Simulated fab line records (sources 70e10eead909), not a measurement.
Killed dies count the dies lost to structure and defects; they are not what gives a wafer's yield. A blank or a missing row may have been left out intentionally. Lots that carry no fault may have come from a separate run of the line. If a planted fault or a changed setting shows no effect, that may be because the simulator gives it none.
Chamber matching | flow nand harc | cmp-01 running NHARC_P_M0_CMP_23: 4 sister chambers
The step polishes, t overpolish 20 s, target thk 117.53 nm. 8 wafers are shown with their chamber, then 9 later ones without.

EACH WAFER AND ITS CHAMBER
wafer  | chamber | motor current A (A) | time to endpoint s (s)
L079.4 | 3       | 14.0                | 26.1
L079.6 | 1       | 15.4                | 24.2
L085.1 | 1       | 15.1                | 24.7
L085.2 | 0       | 11.5                | 27.0
L085.5 | 0       | 11.8                | 27.3
L089.4 | 2       | 10.2                | 24.7
L089.5 | 3       | 14.5                | 28.4
L089.6 | 2       | 10.6                | 26.4

WAFERS MISSING THEIR CHAMBER
wafer  | motor current A (A) | time to endpoint s (s)
L094.1 | 15.7                | 29.7
L094.2 | 10.5                | 26.6
L094.4 | 14.0                | 31.4
L095.2 | 13.6                | 28.4
L095.3 | 11.5                | 27.2
L095.4 | 15.4                | 25.7
L097.4 | 15.4                | 25.3
L097.5 | 10.6                | 26.2
L097.6 | 15.8                | 25.0

THE CHAMBER EACH PASSED THROUGH
wafer  | from the rows above     | in truth
L094.1 | can't be placed: 1 or 3 | 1
L094.2 | 2                       | 2
L094.4 | 3                       | 3
L095.2 | 3                       | 3
L095.3 | 0                       | 0
L095.4 | 1                       | 1
L097.4 | 1                       | 1
L097.5 | 2                       | 2
L097.6 | 1                       | 1
Placed correctly: 8 of 9. Can't be placed from these rows: 1 (the true chamber is among the candidates in 1). 0 placed wrongly.
How it was worked out, from the rows above alone: a wafer's distance from a chamber is the root of the sum, over the readings, of the square of ((its reading less the chamber's mean) divided by the reading's scatter). The wafer belongs to the nearest chamber; if the next one is less than 2 further off, it can't be placed. Each chamber's mean is taken over the wafers shown for it. The scatter: take each reading less its chamber's mean, square it, sum over the shown wafers, divide by the number of wafers less the number of chambers, and take the root.
